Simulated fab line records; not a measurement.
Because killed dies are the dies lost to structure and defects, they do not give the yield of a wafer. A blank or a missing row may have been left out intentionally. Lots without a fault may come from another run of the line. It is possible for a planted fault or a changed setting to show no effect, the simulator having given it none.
Split-lot experiment -- flow n5_finfet -- route with 1938 steps; 7 lots, 21 wafers read

== THE SPLIT ITSELF ==
At N5_BEOL_M8_PECVD_70 (deposits SiO2 from TEOS/O2, target thk 20 nm, time 22.7 s), the setting temp_c was moved away from the recipe's 400 C on 7 of the 21 wafers read, by -2.0% to +3.7%. The other wafers ran this setting at the recipe's value.

Reading taken at the split's own step.

== THE READING ==
SiO2_of_BEOL_M8_PECVD_70.thk_nm (the simulator's own value, which no gauge read), in nm, at N5_BEOL_M8_PECVD_70 (deposits SiO2 from TEOS/O2, target thk 20 nm, time 22.7 s). There is no usual value for it anywhere in the file. Across the 14 wafers here that went through the recipe, the average is 20.0 nm and the standard deviation 0.21 nm.

wafer,"tool, chamber at the split","temp_c as run, C",against the recipe,"SiO2_of_BEOL_M8_PECVD_70.thk_nm, nm",against lot-mates on the recipe
L076.1,"pecvd-04, 0,2",400,recipe,20,-
L076.2,"pecvd-04, 0,2",400,recipe,20,-
L076.6,"pecvd-04, 2",400,recipe,19.8,-
L075.1,"pecvd-04, 0",400,recipe,19.8,-
L075.3,"pecvd-04, 2",392.2,-2.0%,20.8,+0.8
L075.6,"pecvd-04, 0",400,recipe,20.2,-
L085.4,"pecvd-01, 0",394.2,-1.5%,20.8,+0.8
L085.5,"pecvd-01, 1",400,recipe,19.8,-
L085.6,"pecvd-01, 2",400,recipe,20.2,-
L091.4,"pecvd-04, 1",400,recipe,20.2,-
L091.5,"pecvd-04, 0",414.8,+3.7%,18.4,-1.8
L091.6,"pecvd-04, 2",414.8,+3.7%,18.2,-2.0
L094.1,"pecvd-01, 0,2",409.5,+2.4%,18.6,no lot-mate on the recipe
L094.2,"pecvd-01, 0,2",409.5,+2.4%,18.6,no lot-mate on the recipe
L094.3,"pecvd-01, 1",409.5,+2.4%,18.2,no lot-mate on the recipe
L095.2,"pecvd-01, 1",400,recipe,19.8,-
L095.3,"pecvd-01, 2",400,recipe,20,-
L095.6,"pecvd-01, 2",400,recipe,20.4,-
L097.1,"pecvd-03, 1",400,recipe,19.6,-
L097.3,"pecvd-03, 2",400,recipe,20,-
L097.4,"pecvd-03, 1",400,recipe,20.2,-
If several chambers appear in one row, that row covers several wafers at once and the file leaves open which wafer was in which chamber.

FIT RESULTS
A straight line over all 21 wafers: SiO2_of_BEOL_M8_PECVD_70.thk_nm changes by -0.515 nm for each +1% of temp_c; r = -0.95; the points scatter about the line by 0.25 nm.
The same after taking each lot's own level away (the mean of its wafers on the recipe; 18 wafers): -0.503 nm for each +1%; r = -0.96; scatter 0.2 nm.
That fit puts the effect of the largest move of temp_c on the reading at 1.9 nm.
Measured against the standard deviation above, the lots' own levels, which go from 19.93 to 20.20 nm, span 1.2 times it.
Hence the lot-to-lot level has little effect on the slope; both slopes agree.
Check: for one of the wafers moved furthest among these (+3.7%), held out of the fit, the line's prediction against its lot-mates is -1.92 nm. It came out at -1.8 nm against them.

== ADDITIONAL SPLITS CARRIED BY THESE WAFERS ==
Before the reading, these wafers also passed through other splits. Each is held against what the fit with the lots' levels taken away leaves over:
other split on the same wafers,wafers away from the commonest value,r with SiO2_of_BEOL_M8_PECVD_70.thk_nm (lot level and that fit taken away)
N5_BEOL_M4_DESCUM_33 time_s,7,+0.27
N5_BEOL_M5_ETCH_68 time_s,3,-0.06
N5_BEOL_M5_TRENCH_ETCH_37 time_s,7,-0.30
N5_BEOL_M5_DEP_56 time_s,11,-0.13
N5_BEOL_M6_HM_DEP_02 target_thk_a,7,-0.02

== THE FILE'S OWN FIT ==
SiO2_of_BEOL_M8_PECVD_70.thk_nm changes by -0.498 nm for each +1% of temp_c, r = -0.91.
